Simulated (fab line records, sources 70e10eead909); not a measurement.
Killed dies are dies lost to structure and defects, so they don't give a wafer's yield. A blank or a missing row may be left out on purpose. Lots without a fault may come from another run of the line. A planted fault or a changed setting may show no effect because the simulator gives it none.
fab line records | flow nand_harc
record lots=24 wafers=72 last_day=33
route steps=1302 shown A_SGD_CUT@921 A_SLIT@933 A_WL_FILL@976 A_CONTACT@985
lots that met no fault: from a run of the same line without faults
start_h: hours from the record's first day to the start of the lot's first wafer shown | wait_h: hours since the lot's step before | " the same as in the row above | L1.1+2: a row that stands for several wafers | - no value, or no start given | * or withheld: withheld | < > ~ a bound
route shown NAME@n: a module of which the file shows steps, and the number in the route of the first | usual: mean/standard deviation of fault-free wafers | same: alike in all rows | chamber/n: place in a boat | sites: the reading at each site | _std_site: their standard deviation | _edge_site: outer sites' mean less inner sites' | radius_mm: how far each site lies from the wafer's centre | mask NAME#n: copy n | behind: the tool/chamber that last shaped the wafer | hold: why the lot was held/for how many hours/how that ended | device: the transistor (n, p or np) that didn't switch | end of line: the same wafers' tests at the end of the route | a step without rows: its recipe alone | killed: dies lost to structure and defects at the first sort, not the wafer's yield | map: a wafer's dies, x killed, . not, _ none there
set.NAME: the setting as run; set.NAME@STEP: as run at that earlier step | model.NAME: the simulator's own value behind a step, which no gauge read
steps of the route over a sample of lots; a table a step, a row a wafer
services: from which hour (start_h, from the record's first day; less than 0 if before it) a tool's chamber was out of use, for how many hours, and why
## steps
# step NHARC_A_SGD_CUT_INSPECT_25
# usual raw_defect_count=363/63
# columns lot.wafer tool chamber start_h wait_h raw_defect_count
L074.1 defect_inspect-01 - 437.32 - 348
L074.4 " - " " 425
L074.5 " - " " 283
L075.1 defect_inspect-02 - 437.37 - 347
L075.5 " - " " 456
L075.6 " - " " 302
L076.2 defect_inspect-02 - 453.93 - 335
L076.3 " - " " 438
L076.4 " - " " 284
L077.2 defect_inspect-02 - 483.47 - 424
L077.5 " - " " 356
L077.6 " - " " 385
L078.1 defect_inspect-01 - 483.47 - 308
L078.3 " - " " 345
L078.5 " - " " 362
L079.3 defect_inspect-01 - 493.91 - 349
L079.5 " - " " 403
L079.6 " - " " 286
L081.1 defect_inspect-02 - 516.90 - 307
L081.2 " - " " 341
L081.3 " - " " 375
L082.3 defect_inspect-02 - 526.78 - 305
L082.4 " - " " 340
L082.5 " - " " 436
L080.4 defect_inspect-01 - 526.81 - 327
L080.5 " - " " 269
L080.6 " - " " 336
L083.1 defect_inspect-02 - 533.33 - 359
L083.4 " - " " 339
L083.6 " - " " 414
L084.2 defect_inspect-02 - 545.48 - 321
L084.3 " - " " 360
L084.6 " - " " 335
L087.2 defect_inspect-02 - 555.78 - 353
L087.4 " - " " 375
L087.5 " - " " 337
L086.1 defect_inspect-01 - 555.79 - 606
L086.4 " - " " 518
L086.6 " - " " 535
L085.2 defect_inspect-01 - 562.45 - 343
L085.3 " - " " 407
L085.4 " - " " 361
L089.3 defect_inspect-02 - 602.57 - 347
L089.4 " - " " 364
L089.5 " - " " 377
L090.1 defect_inspect-01 - 602.68 - 382
L090.3 " - " " 393
L090.6 " - " " 404
L091.1 defect_inspect-02 - 602.73 - 325
L091.3 " - " " 343
L091.4 " - " " 277
L088.2 defect_inspect-02 - 602.98 - 347
L088.3 " - " " 362
L088.5 " - " " 333
L092.1 defect_inspect-01 - 633.79 - 369
L092.2 " - " " 324
L092.5 " - " " 374
L094.1 defect_inspect-02 - 633.80 - 386
L094.4 " - " " 406
L094.5 " - " " 431
L093.3 defect_inspect-01 - 652.74 - 290
L093.5 " - " " 434
L093.6 " - " " 377
L095.2 defect_inspect-02 - 664.03 - 339
L095.5 " - " " 367
L095.6 " - " " 391
L096.1 defect_inspect-01 - 664.08 - 253
L096.5 " - " " 341
L096.6 " - " " 403
L097.1 defect_inspect-02 - 671.23 - 225
L097.4 " - " " 328
L097.5 " - " " 298
# step NHARC_A_SLIT_CD_MEAS_09
# recipe target_cd_nm=300 landing_energy_ev=500
# usual cd_nm=300.0/0.53
# columns lot.wafer tool chamber start_h wait_h cd_nm
L075.1 cd_sem-02 0 444.93 - 299.3
L075.5 " 0 " " 299.5
L075.6 " 0 " " 299.7
L074.1 cd_sem-03 0 446.96 - 299.6
L074.4 " 0 " " 300.3
L074.5 " 0 " " 300.8
L076.2 cd_sem-03 0 461.53 - 299.8
L076.3 " 0 " " 299.2
L076.4 " 0 " " 300.4
L077.2 cd_sem-02 0 493.75 - 300.0
L077.5 " 0 " " 299.7
L077.6 " 0 " " 300.0
L078.1 cd_sem-03 0 494.45 - 299.9
L078.3 " 0 " " 300.6
L078.5 " 0 " " 298.8
L079.3 cd_sem-01 0 503.09 - 299.6
L079.5 " 0 " " 299.9
L079.6 " 0 " " 300.5
L081.1 cd_sem-01 0 521.76 - 300.4
L081.2 " 0 " " 300.4
L081.3 " 0 " " 299.9
L080.4 cd_sem-03 0 534.69 - 299.9
L080.5 " 0 " " 299.6
L080.6 " 0 " " 300.3
L082.3 cd_sem-01 0 534.84 - 300.1
L082.4 " 0 " " 299.4
L082.5 " 0 " " 300.6
L083.1 cd_sem-02 0 540.02 - 300.2
L083.4 " 0 " " 300.0
L083.6 " 0 " " 300.0
L084.2 cd_sem-03 0 550.37 - 299.3
L084.3 " 0 " " 299.2
L084.6 " 0 " " 299.1
L087.2 cd_sem-02 0 562.80 - 299.8
L087.4 " 0 " " 300.7
L087.5 " 0 " " 300.5
L086.1 cd_sem-03 0 563.17 - 301.6
L086.4 " 0 " " 300.6
L086.6 " 0 " " 300.4
L085.2 cd_sem-01 0 570.66 - 300.6
L085.3 " 0 " " 300.7
L085.4 " 0 " " 300.6
L089.3 cd_sem-03 0 607.39 - 300.0
L089.4 " 0 " " 299.3
L089.5 " 0 " " 300.3
L090.1 cd_sem-01 0 607.79 - 299.2
L090.3 " 0 " " 299.4
L090.6 " 0 " " 299.5
L091.1 cd_sem-02 0 607.98 - 301.2
L091.3 " 0 " " 300.3
L091.4 " 0 " " 300.4
L088.2 cd_sem-03 0 611.12 - 299.8
L088.3 " 0 " " 300.2
L088.5 " 0 " " 299.8
L094.1 cd_sem-03 0 638.62 - 300.4
L094.4 " 0 " " 300.3
L094.5 " 0 " " 299.4
L092.1 cd_sem-01 0 638.77 - 299.7
L092.2 " 0 " " 300.2
L092.5 " 0 " " 300.1
L093.3 cd_sem-01 0 662.23 - 300.2
L093.5 " 0 " " 300.5
L093.6 " 0 " " 301.1
L095.2 cd_sem-02 0 671.02 - 300.0
L095.5 " 0 " " 300.0
L095.6 " 0 " " 300.5
L096.1 cd_sem-02 0 672.92 - 298.7
L096.5 " 0 " " 299.8
L096.6 " 0 " " 300.1
L097.1 cd_sem-01 0 680.69 - 300.5
L097.4 " 0 " " 300.7
L097.5 " 0 " " 300.2
# step NHARC_A_WL_FILL_CVD_20
# recipe target_thk_a=1000 temp_c=400 pressure_torr=40 wf6_flow_sccm=40 h2_flow_sccm=1600 ar_flow_sccm=1560 time_s=74 material=W
# usual heater_power_w=846/82 mfc_ar_sccm=1561/4.8 throttle_valve_pct=7.87/0.19
# columns lot.wafer tool chamber start_h wait_h heater_power_w mfc_ar_sccm throttle_valve_pct
L075.1 cvd_w-02 1 - - 748 1560 7.83
L075.5 " 0 " " 926 1558 7.77
L075.6 " 1 " " 770 1560 7.86
L074.1 cvd_w-01 0 - - 813 1564 8.06
L074.4 " 0 " " 784 1562 7.81
L074.5 " 1 " " 935 1556 7.74
L076.2 cvd_w-01 1 - - 918 1570 7.85
L076.4 " 1 " " 913 1567 7.63
L076.3 " 0 " " 805 1564 7.99
L077.2 cvd_w-01 0 - - 791 1564 7.85
L077.6 " 0 " " 816 1560 7.81
L077.5 " 1 " " 920 1548 7.85
L078.1 cvd_w-02 0 - - 928 1561 7.88
L078.3 " 1 " " 765 1558 7.70
L078.5 " 0 " " 967 1566 7.75
L079.3 cvd_w-01 0 - - 808 1567 8.35
L079.6 " 0 " " 803 1567 8.07
L079.5 " 1 " " 906 1565 7.87
L081.2 cvd_w-02 0 - - 956 1547 7.66
L081.1 " 1 " " 770 1553 7.73
L081.3 " 1 " " 750 1566 8.00
L082.4 cvd_w-02 1 - - 758 1566 7.76
L082.3 " 0 " " 948 1560 7.45
L082.5 " 1 " " 753 1565 7.89
L080.4 cvd_w-01 0 - - 750 1566 7.77
L080.5 " 0 " " 747 1562 7.46
L080.6 " 1 " " 922 1559 8.14
L083.1 cvd_w-01 0 - - 760 1560 7.69
L083.4 " 1 " " 934 1558 7.95
L083.6 " 0 " " 752 1560 7.69
L084.2 cvd_w-01 0 - - 754 1561 7.82
L084.3 " 1 " " 950 1568 8.15
L084.6 " 0 " " 746 1564 7.48
L087.2 cvd_w-02 1 - - 768 1563 7.75
L087.4 " 1 " " 760 1558 8.12
L087.5 " 0 " " 937 1561 7.55
L086.1 cvd_w-01 0 - - 764 1556 7.72
L086.4 " 0 " " 758 1552 7.80
L086.6 " 0 " " 755 1550 7.74
L085.2 cvd_w-02 0 - - 921 1551 7.88
L085.3 " 1 " " 760 1560 7.84
L085.4 " 0 " " 945 1557 7.55
L089.4 cvd_w-01 1 - - 924 1565 8.19
L089.3 " 0 " " 753 1556 7.73
L089.5 " 0 " " 764 1558 7.99
L090.1 cvd_w-01 0 - - 752 1557 7.57
L090.3 " 0 " " 766 1559 7.80
L090.6 " 1 " " 936 1560 7.91
L091.1 cvd_w-02 0 - - 917 1557 7.77
L091.3 " 1 " " 762 1566 7.83
L091.4 " 0 " " 880 1556 8.02
L088.2 cvd_w-02 0 - - 877 1569 8.03
L088.3 " 0 " " 870 1559 8.01
L088.5 " 1 " " 762 1559 7.84
L094.1 cvd_w-02 1 - - 760 1561 7.65
L094.4 " 1 " " 776 1565 7.78
L094.5 " 0 " " 880 1565 8.16
L092.1 cvd_w-01 0 - - 751 1560 7.86
L092.2 " 1 " " 956 1563 7.96
L092.5 " 0 " " 759 1550 7.78
L093.3 cvd_w-01 0 - - 782 1557 8.00
L093.6 " 1 " " 932 1550 8.09
L093.5 " 0 " " 766 1564 7.88
L096.1 cvd_w-01 1 - - 938 1558 8.19
L096.6 " 1 " " 926 1559 8.15
L096.5 " 0 " " 758 1561 7.76
L095.2 cvd_w-02 1 - - 752 1563 7.95
L095.5 " 1 " " 762 1560 7.90
L095.6 " 0 " " 868 1568 7.87
L097.1 cvd_w-02 1 - - 764 1555 8.10
L097.4 " 0 " " 875 1554 8.00
L097.5 " 0 " " 897 1563 8.08
# step NHARC_A_WL_FILL_CMP_12
# recipe t_overpolish_s=30 target_thk_nm=100
# usual motor_current_A=11.4/1.1 overpolish_run_s=30.001/0.0088 time_to_endpoint_s=18.1/2.4
# columns lot.wafer tool chamber start_h wait_h motor_current_A overpolish_run_s time_to_endpoint_s
L075.1 cmp-04 3 476.61 0.2 11.1 30.000 20.6
L075.6 " 0 " " 10.4 29.994 19.2
L075.5 " 1 " " 12.6 30.006 19.8
L074.1 cmp-02 1 480.02 0.2 10.0 29.990 13.6
L074.4 " 0 " " 11.4 29.989 16.3
L074.5 " 1 " " 10.4 29.994 15.9
L076.4 cmp-02 1 497.41 0.1 10.3 29.999 16.1
L076.3 " 2 " " 11.8 29.992 12.5
L076.2 " 3 " " 13.3 30.007 17.2
L078.3 cmp-04 3 524.83 0.1 10.7 30.006 20.4
L078.1 " 2 " " 12.0 30.014 14.3
L078.5 " 3 " " 11.5 30.000 18.2
L077.2 cmp-02 1 524.88 0.2 9.9 29.993 14.4
L077.6 " 2 " " 11.8 29.996 13.8
L077.5 " 3 " " 13.6 30.009 16.2
L079.3 cmp-04 3 537.32 0.1 10.4 30.005 19.9
L079.6 " 3 " " 10.3 30.014 18.9
L079.5 " 0 " " 9.7 30.013 18.2
L081.1 cmp-02 3 552.34 0.1 12.6 29.992 19.1
L081.3 " 0 " " 11.2 29.996 18.8
L081.2 " 1 " " 10.1 30.001 17.1
L082.3 cmp-04 1 565.41 0.1 11.7 29.995 20.1
L082.4 " 3 " " 10.3 30.008 22.9
L082.5 " 1 " " 11.7 29.994 21.8
L080.4 cmp-01 1 571.02 0.1 12.0 30.007 21.2
L080.6 " 0 " " 11.9 29.990 18.0
L080.5 " 1 " " 11.7 29.985 17.5
L083.1 cmp-01 3 574.08 0.1 10.9 29.986 18.1
L083.4 " 0 " " 11.2 30.002 17.0
L083.6 " 0 " " 11.8 30.001 17.7
L084.3 cmp-02 0 580.97 0.1 11.0 29.997 21.9
L084.2 " 2 " " 11.7 29.991 16.7
L084.6 " 1 " " 9.6 30.005 18.3
L087.2 cmp-02 1 593.54 0.2 9.8 29.990 16.7
L087.4 " 3 " " 14.0 29.997 18.7
L087.5 " 1 " " 10.1 29.997 17.0
L086.4 cmp-04 1 593.67 0.1 11.7 30.000 21.6
L086.1 " 2 " " 12.2 30.000 20.0
L086.6 " 2 " " 12.1 30.004 22.4
L085.2 cmp-04 1 602.27 0.1 11.4 29.999 20.1
L085.3 " 2 " " 12.6 30.009 17.1
L085.4 " 3 " " 10.9 30.006 19.4
L089.4 cmp-04 0 638.59 0.1 10.4 30.005 17.8
L089.3 " 3 " " 11.2 30.011 16.7
L089.5 " 1 " " 11.9 29.989 18.1
L090.3 cmp-01 3 638.73 0.1 11.2 30.005 17.6
L090.1 " 2 " " 10.9 30.014 21.0
L090.6 " 3 " " 11.4 30.010 18.2
L091.4 cmp-02 0 646.01 0.1 11.1 30.003 20.9
L091.3 " 1 " " 10.0 30.002 18.8
L091.1 " 2 " " 12.1 29.999 16.2
L088.2 cmp-02 1 650.73 0.1 10.4 29.996 16.9
L088.3 " 0 " " 10.7 30.006 19.0
L088.5 " 1 " " 9.9 30.000 14.8
L094.4 cmp-02 2 669.54 0.1 12.1 29.995 16.2
L094.1 " 1 " " 10.6 30.011 16.6
L094.5 " 2 " " 11.5 30.001 16.6
L092.2 cmp-01 3 669.65 0.2 11.3 29.999 20.1
L092.1 " 2 " " 10.8 30.012 21.3
L092.5 " 3 " " 10.5 29.990 21.7
L093.3 cmp-02 1 696.34 0.1 10.2 29.991 15.0
L093.6 " 1 " " 10.2 30.021 16.0
L093.5 " 2 " " 12.4 30.013 14.0
L095.2 cmp-01 3 701.53 0.2 11.1 30.025 20.3
L095.6 " 1 " " 11.4 30.003 19.6
L095.5 " 2 " " 10.4 29.996 18.7
L096.1 cmp-02 1 701.55 0.2 10.0 29.988 16.5
L096.6 " 2 " " 12.7 29.982 14.4
L096.5 " 3 " " 14.0 29.982 18.9
L097.1 cmp-04 0 713.73 0.2 9.6 29.992 20.9
L097.4 " 1 " " 11.6 29.996 20.0
L097.5 " 0 " " 10.1 30.002 21.5
# step NHARC_A_CONTACT_DEP_28
# recipe target_thk_a=70000 temp_c=400 material=aC
# usual throttle_valve_pct=35.001/0.0083
# columns lot.wafer tool chamber start_h wait_h throttle_valve_pct
L075.1 acl_dep-02 0 477.67 0.1 34.995
L075.5 " 0 480.52 2.9 34.990
L075.6 " 0 " " 35.006
L074.1 acl_dep-01 0 485.63 4.5 35.002
L074.4 " 0 487.78 6.7 35.005
L074.5 " 0 " " 35.002
L076.2 acl_dep-01 0 501.96 3.4 34.988
L076.3 " 0 " " 35.006
L076.4 " 0 " " 35.001
L078.1 acl_dep-02 0 525.97 0.1 35.000
L078.3 " 0 527.36 1.4 34.994
L078.5 " 0 528.76 2.8 34.999
L077.2 acl_dep-01 0 526.68 0.8 34.988
L077.5 " 0 528.81 2.9 35.002
L077.6 " 0 " " 35.011
L079.3 acl_dep-03 0 541.34 2.9 35.003
L079.5 " 0 542.73 4.3 34.998
L079.6 " 0 " " 34.999
L081.1 acl_dep-03 0 554.51 1.1 35.003
L081.2 " 0 " " 35.000
L081.3 " 0 " " 34.998
L082.3 acl_dep-02 0 569.76 3.2 34.988
L082.4 " 0 " " 34.989
L082.5 " 0 " " 34.998
L080.4 acl_dep-01 0 574.25 2.2 35.009
L080.5 " 0 " " 35.002
L080.6 " 0 " " 34.997
L083.1 acl_dep-02 0 577.27 2.1 34.998
L083.4 " 0 579.39 4.2 35.014
L083.6 " 0 580.80 5.6 35.007
L084.2 acl_dep-03 0 583.08 1.0 35.004
L084.3 " 0 " " 34.999
L084.6 " 0 585.87 3.8 34.996
L087.2 acl_dep-02 0 595.50 0.9 34.993
L087.4 " 0 596.91 2.3 34.990
L087.5 " 0 " " 34.995
L086.1 acl_dep-01 0 595.96 1.0 34.981
L086.4 " 0 598.05 3.1 34.985
L086.6 " 0 599.45 4.4 34.994
L085.2 acl_dep-03 0 607.79 4.1 35.012
L085.3 " 0 " " 34.993
L085.4 " 0 " " 34.987
L090.1 acl_dep-03 0 639.92 0.1 35.005
L090.3 " 0 641.34 1.5 34.994
L090.6 " 0 643.47 3.6 34.995
L089.3 acl_dep-02 0 641.30 1.4 34.998
L089.4 " 0 " " 35.011
L089.5 " 0 " " 34.993
L091.1 acl_dep-01 0 647.11 0.1 35.004
L091.3 " 0 648.51 1.5 34.997
L091.4 " 0 " " 34.994
L088.2 acl_dep-03 0 653.67 1.8 34.999
L088.3 " 0 " " 35.000
L088.5 " 0 655.80 4.0 35.004
L094.1 acl_dep-01 0 674.14 3.5 35.015
L094.4 " 0 676.25 5.6 34.996
L094.5 " 0 " " 34.996
L092.1 acl_dep-02 0 674.59 3.6 35.014
L092.2 " 0 " " 35.005
L092.5 " 0 677.37 6.4 35.001
L093.3 acl_dep-02 0 699.49 2.1 34.992
L093.5 " 0 700.91 3.5 35.007
L093.6 " 0 " " 35.002
L096.1 acl_dep-01 0 702.79 0.2 35.000
L096.5 " 0 705.61 3.1 35.005
L096.6 " 0 " " 35.001
L095.2 acl_dep-02 0 704.91 2.3 34.986
L095.5 " 0 707.05 4.5 35.007
L095.6 " 0 " " 35.004
L097.1 acl_dep-03 0 714.85 0.1 35.006
L097.4 " 0 716.97 2.2 34.991
L097.5 " 0 " " 34.992
# step NHARC_A_CONTACT_ETCH_50
# recipe target_depth_a=1210 time_s=60.5 cf4_flow_sccm=100 chf3_flow_sccm=30 ar_flow_sccm=0 rf_w=500 bias_w=200 chemistry=CF4/CHF3
# usual drypump_motor_current_A=5.7/0.56 mfc_ar_sccm=0.010/0.011 oes_product_au=0.953/0.025 rf_vpp_V=369.6/2.7 showerhead_plenum_p_Torr=1.54/0.076 throttle_valve_pct=16.803/0.0088
# columns lot.wafer tool chamber start_h wait_h drypump_motor_current_A mfc_ar_sccm oes_product_au rf_hours_counter_h rf_vpp_V showerhead_plenum_p_Torr throttle_valve_pct
L075.1 rie_diel-11 1 - - 5.8 0 0.971 13 369.0 1.52 16.821
L075.5 " 0 " " 6.3 0 0.964 - 369.0 1.54 16.791
L075.6 " 1 " " 5.8 0 0.970 - 369.1 1.52 16.802
L074.1 rie_diel-05 2 - - 6.2 0.004 0.950 25 371.1 1.59 16.816
L074.4 " 3 " " 5.8 0.004 0.946 25 366.1 1.48 16.798
L074.5 " 1 " " 5.3 0.016 0.929 - 368.3 1.50 16.798
L076.3 rie_diel-01 3 - - 6.3 0 0.980 19 367.4 1.50 16.800
L076.2 " 0 " " 6.0 0.017 0.955 19 368.7 1.49 16.789
L076.4 " 2 " " 5.0 0.012 0.989 20 371.7 1.58 16.803
L078.3 rie_diel-05 1 - - 5.3 0.016 0.989 33 367.6 1.50 16.797
L078.1 " 3 " " 5.7 0.004 0.965 37 367.1 1.48 16.807
L078.5 " 0 " " 6.7 0 0.993 - 368.2 1.47 16.811
L077.2 rie_diel-01 3 - - 6.3 0 0.985 23 367.8 1.50 16.798
L077.5 " 0 " " 6.0 0.017 0.985 - 368.4 1.49 16.801
L077.6 " 1 " " 5.0 0.034 0.974 - 374.9 1.69 16.795
L079.3 rie_diel-01 2 - - 4.9 0.012 0.942 27 370.7 1.58 16.794
L079.6 " 1 " " 5.0 0.034 0.925 - 375.5 1.69 16.803
L079.5 " 2 " " 4.9 0.012 0.936 - 370.9 1.58 16.792
L081.3 rie_diel-11 2 - - 5.5 0.017 0.928 37 367.9 1.46 16.818
L081.1 " 0 " " 6.2 0 0.900 42 369.1 1.54 16.791
L081.2 " 1 " " 5.8 0 0.913 39 369.2 1.51 16.815
L082.4 rie_diel-01 2 - - 5.0 0.012 0.989 1 370.4 1.58 16.783
L082.3 " 0 " " 6.0 0.017 0.977 2 367.7 1.49 16.810
L082.5 " 2 " " 5.0 0.012 0.986 - 371.7 1.58 16.804
L080.4 rie_diel-11 3 - - 5.4 0 0.930 44 374.8 1.67 16.796
L080.5 " 1 " " 5.8 0 0.915 - 368.0 1.51 16.787
L080.6 " 2 " " 5.5 0.017 0.938 - 366.3 1.46 16.813
L083.4 rie_diel-11 3 - - 5.4 0 0.915 46 372.6 1.67 16.795
L083.1 " 2 " " 5.5 0.017 0.933 42 365.9 1.46 16.811
L083.6 " 3 " " 5.4 0 0.924 - 374.2 1.67 16.799
L084.3 rie_diel-01 3 - - 6.3 0 0.964 4 369.6 1.50 16.793
L084.2 " 0 " " 6.0 0.017 0.969 4 368.2 1.49 16.789
L084.6 " 1 " " 4.9 0.034 0.952 - 374.7 1.69 16.803
L087.2 rie_diel-11 0 - - 6.3 0 0.915 57 368.8 1.53 16.803
L087.4 " 3 " " 5.4 0 0.916 56 373.6 1.67 16.807
L087.5 " 0 " " 6.3 0 0.913 - 369.9 1.53 16.815
L086.4 rie_diel-05 3 - - 5.7 0.004 0.944 3 366.5 1.47 16.808
L086.1 " 1 " " 5.3 0.016 0.955 2 368.7 1.49 16.808
L086.6 " 0 " " 6.7 0 0.954 - 367.2 1.47 16.813
L085.3 rie_diel-01 0 - - 6.0 0.017 0.999 9 368.9 1.49 16.810
L085.2 " 1 " " 5.0 0.034 0.979 10 373.8 1.69 16.818
L085.4 " 2 " " 4.9 0.012 0.963 9 372.4 1.58 16.805
L089.4 rie_diel-01 1 - - 4.9 0.034 0.945 14 374.3 1.69 16.799
L089.3 " 2 " " 5.0 0.012 0.945 13 370.5 1.58 16.816
L089.5 " 0 " " 6.0 0.017 0.954 - 369.2 1.49 16.812
L090.3 rie_diel-05 0 - - 6.7 0 0.972 10 367.0 1.47 16.814
L090.1 " 1 " " 5.3 0.016 0.975 15 369.3 1.49 16.809
L090.6 " 3 " " 5.7 0.004 0.978 - 366.6 1.47 16.814
L091.3 rie_diel-05 2 - - 6.2 0.004 0.958 21 371.4 1.58 16.812
L091.1 " 3 " " 5.8 0.004 0.968 20 365.5 1.47 16.803
L091.4 " 0 " " 6.7 0 0.967 12 367.0 1.47 16.782
L088.2 rie_diel-01 1 - - 4.9 0.034 0.969 16 374.5 1.69 16.793
L088.3 " 2 " " 4.9 0.012 0.962 16 369.9 1.58 16.810
L088.5 " 1 " " 5.0 0.034 0.966 - 375.1 1.69 16.803
L094.4 rie_diel-11 1 - - 5.8 0 0.930 18 369.2 1.51 16.807
L094.1 " 2 " " 5.5 0.017 0.930 14 374.6 1.70 16.796
L094.5 " 0 " " 6.3 0 0.921 - 366.8 1.53 16.796
L092.1 rie_diel-01 2 - - 4.9 0.012 0.968 19 372.4 1.58 16.804
L092.2 " 0 " " 6.0 0.017 0.984 20 367.9 1.49 16.807
L092.5 " 2 " " 4.9 0.012 0.976 - 370.8 1.58 16.790
L093.3 rie_diel-05 1 - - 5.3 0.016 0.922 31 368.2 1.49 16.795
L093.6 " 0 " " 6.7 0 0.916 - 365.9 1.46 16.805
L093.5 " 1 " " 5.3 0.016 0.918 - 368.1 1.49 16.810
L096.1 rie_diel-01 2 - - 4.9 0.012 0.957 23 372.0 1.58 16.792
L096.5 " 3 " " 6.3 0 0.997 - 368.4 1.50 16.814
L096.6 " 0 " " 6.0 0.017 0.976 - 368.0 1.49 16.827
L095.2 rie_diel-05 2 - - 6.2 0.004 0.930 37 370.4 1.58 16.807
L095.6 " 2 " " 6.2 0.004 0.930 - 372.6 1.58 16.811
L095.5 " 3 " " 5.8 0.004 0.925 - 366.9 1.47 16.808
L097.1 rie_diel-01 2 - - 5.0 0.012 0.957 24 370.4 1.58 16.794
L097.4 " 1 " " 5.0 0.034 0.965 26 374.6 1.69 16.797
L097.5 " 2 " " 4.9 0.012 0.954 - 370.0 1.58 16.807
## services
# columns tool chamber start_h hours kind
cmp-01 - 479.52 4.0 pm
acl_dep-03 - 481.93 13.0 pm
cmp-04 - 504.51 4.0 pm
cmp-02 - 512.13 1.2 repair
cmp-02 - 526.67 4.0 pm
cmp-01 - 527.55 0.5 repair
cvd_w-01 - 547.00 13.0 pm
acl_dep-01 - 553.42 13.0 pm
cmp-01 - 557.02 0.6 repair
rie_diel-01 - 557.82 9.0 pm
cmp-04 - 568.24 3.2 repair
rie_diel-11 2 580.32 2.7 repair
rie_diel-05 - 583.66 9.0 pm
cmp-04 - 602.51 4.0 pm
rie_diel-11 - 610.70 9.0 pm
acl_dep-02 - 612.18 13.0 pm
rie_diel-05 0 624.22 17.4 repair
cmp-02 - 624.67 4.0 pm
cvd_w-02 - 631.00 13.0 pm
rie_diel-11 2 643.46 6.4 repair
acl_dep-03 - 663.42 13.0 pm
cmp-04 - 700.51 4.0 pm
cmp-02 - 706.10 1.4 repair
cmp-04 - 710.66 0.5 repair
## key
fault none
